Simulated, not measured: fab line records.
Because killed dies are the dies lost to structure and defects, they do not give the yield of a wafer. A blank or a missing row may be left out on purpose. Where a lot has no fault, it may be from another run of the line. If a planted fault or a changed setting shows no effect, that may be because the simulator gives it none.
Matching of chambers | flow n5_finfet | 4 sister chambers for N5_BEOL_M0_SAQP_ETCH_83 on rie_diel-03
The step etches SiARC in CF4, target depth 39 nm, time 65 s. 4 wafers are shown with their chamber, then 10 later ones without.

== WAFERS, EACH WITH ITS CHAMBER ==
wafer  | chamber | showerhead_plenum_p_Torr (Torr)
L086.3 | 3       | 2.28
L086.5 | 1       | 2.19
L089.2 | 2       | 2.24
L089.4 | 0       | 2.14

== WAFERS WITHOUT THEIR CHAMBER ==
wafer  | showerhead_plenum_p_Torr (Torr)
L089.6 | 2.14
L090.2 | 2.24
L090.4 | 2.28
L090.5 | 2.19
L091.1 | 2.14
L091.2 | 2.28
L091.4 | 2.24
L094.2 | 2.27
L094.3 | 2.18
L094.4 | 2.14

== THE CHAMBER EACH PASSED THROUGH ==
wafer  | from the rows above | in truth
L089.6 | 0                   | 0
L090.2 | 2                   | 2
L090.4 | 3                   | 3
L090.5 | 1                   | 1
L091.1 | 0                   | 0
L091.2 | 3                   | 3
L091.4 | 2                   | 2
L094.2 | 3                   | 3
L094.3 | 1                   | 1
L094.4 | 0                   | 0
Correct placement for 10 of the 10. Not placeable from these rows: 0. 0 placed wrongly.
How it was worked out, from the rows above alone: a wafer's distance from a chamber is the root of the sum, over the readings, of the square of ((its reading less the chamber's mean) divided by the reading's scatter). If the next closest chamber is less than 2 further off than the closest, the wafer can't be placed; otherwise it belongs to the closest. Each chamber's mean is taken over the wafers shown for it. The scatter (one wafer shown for each chamber): square how far every hidden wafer sits from the nearest shown wafer, average those squares and take the square root.
